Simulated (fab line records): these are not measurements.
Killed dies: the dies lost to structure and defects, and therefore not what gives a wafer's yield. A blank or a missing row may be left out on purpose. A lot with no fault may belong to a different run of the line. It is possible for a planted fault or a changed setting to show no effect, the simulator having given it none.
Struck lot and sound lot, side by side :: flow nand_harc :: 15 steps out of a route of 1302
Sound: the wafers L552.3, L552.4, L552.5. Struck: wafers L567.1, L567.2, L567.4. The cause is named last.
For every step that has rows: the tool of each side, followed by ch and its chambers, followed by its first start. Under that, the readings that differ: sound wafers :: struck wafers :: difference of the means :: sigmas: that difference in standard deviations of wafers without a fault.
alike: readings with means less than 2 such deviations apart, plus words and numbers identical on both sides. not compared: withheld readings, readings lacking a value on some wafer, bounds such as >300 that could conceal the same value, and numbers that have no deviation in the record and whose values overlap.
The two part at a step that has a row with sigmas, a row that says differs or no value, or rows on one side only. Numbers that have no deviation but don't overlap get no sigmas and don't part them. A reading missing from all wafers of one side parts the sides only when that side holds two or more wafers.

first, 1 step without rows for these wafers: NHARC_P_STI_HARDBAKE_13 (time 65 s).
NHARC_P_STI_DESCUM_14: chemistry O2, time 3 s.
  sound on rie_diel-04 ch 0,3, day 4 23:55; struck on rie_diel-04 ch 0,1,3, day 11 07:39
  alike: drypump_motor_current_A, oes_product_au, rf_vpp_V, showerhead_plenum_p_Torr, throttle_valve_pct
  not compared: rf_hours_counter_h
NHARC_P_STI_ETCH_42: etches the open film in N2/H2, target depth 80 nm, overetch 24 nm, time 61 s.
  sound on rie_diel-04 ch 0,1,3, day 5 00:01; struck on rie_diel-04 ch 1,2,3, day 11 07:44
  alike: drypump_motor_current_A, oes_product_au, rf_vpp_V, showerhead_plenum_p_Torr, throttle_valve_pct
  not compared: rf_hours_counter_h
NHARC_P_STI_ETCH_31: etches the open film in CF4/CHF3, target depth 108.9 nm, time 54.5 s.
  sound on rie_diel-04 ch 0,1,3; struck on rie_diel-04 ch 1,2,3
  alike: drypump_motor_current_A, oes_product_au, rf_vpp_V, showerhead_plenum_p_Torr, throttle_valve_pct
  not compared: rf_hours_counter_h
NHARC_P_STI_ETCH_15: etches the open film in HBr/Cl2, target depth 300 nm, time 100.1 s.
  sound on rie_si-05 ch 0,1,3, day 5 00:13; struck on rie_si-05 ch 0,1,3, day 11 07:55
  alike: drypump_motor_current_A, oes_product_au, throttle_valve_pct
  not compared: rf_hours_counter_h
NHARC_P_STI_CD_MEAS_16:
  sound on cd_sem-02, day 5 00:23; struck on cd_sem-03, day 11 08:05
  alike: cd_nm
NHARC_P_STI_OCD_MEAS_17:
  sound on ocd-01, day 5 00:28; struck on ocd-01, day 11 08:10
  alike: trench_depth_nm, trench_foot_cd_nm
then, 3 steps without rows for these wafers: NHARC_P_STI_STRIP_19 (strips in SPM, time 900 s); NHARC_P_STI_PRECLEAN_32 (cleans in SC1); NHARC_P_STI_SRD_23.
NHARC_P_STI_OCD_MEAS_43:
  sound on ocd-02, day 5 00:58; struck on ocd-02, day 11 08:40
  alike: trench_depth_nm, trench_foot_cd_nm
then, 1 step without rows for these wafers: NHARC_P_STI_OXIDE_33 (material SiO2, target thk 10 nm, ox time 281 s).
NHARC_P_STI_HDPCVD_20: deposits SiO2.
  sound on hdpcvd-01 ch 0,1, day 5 09:26; struck on hdpcvd-01 ch 0,1, day 11 18:03
then, 1 step without rows for these wafers: NHARC_P_STI_ANNEAL_34 (time 1800 s).
-- break in the record here, with 21 days between the starts of the struck wafers on either side (left off in module P_STI, picked up again in module END, where the first step shown is number 1302 on the route) --
NHARC_END_SORT_01:
  sound on prober-02 ch 0, day 26 11:47; struck on prober-02 ch 0, day 32 20:58
  alike: killed_at_array, killed_at_other, killed_at_periphery, killed_dies, killed_open, killed_short

WHERE THEY PART
Nowhere in this record.

WHY: what the simulator had put in
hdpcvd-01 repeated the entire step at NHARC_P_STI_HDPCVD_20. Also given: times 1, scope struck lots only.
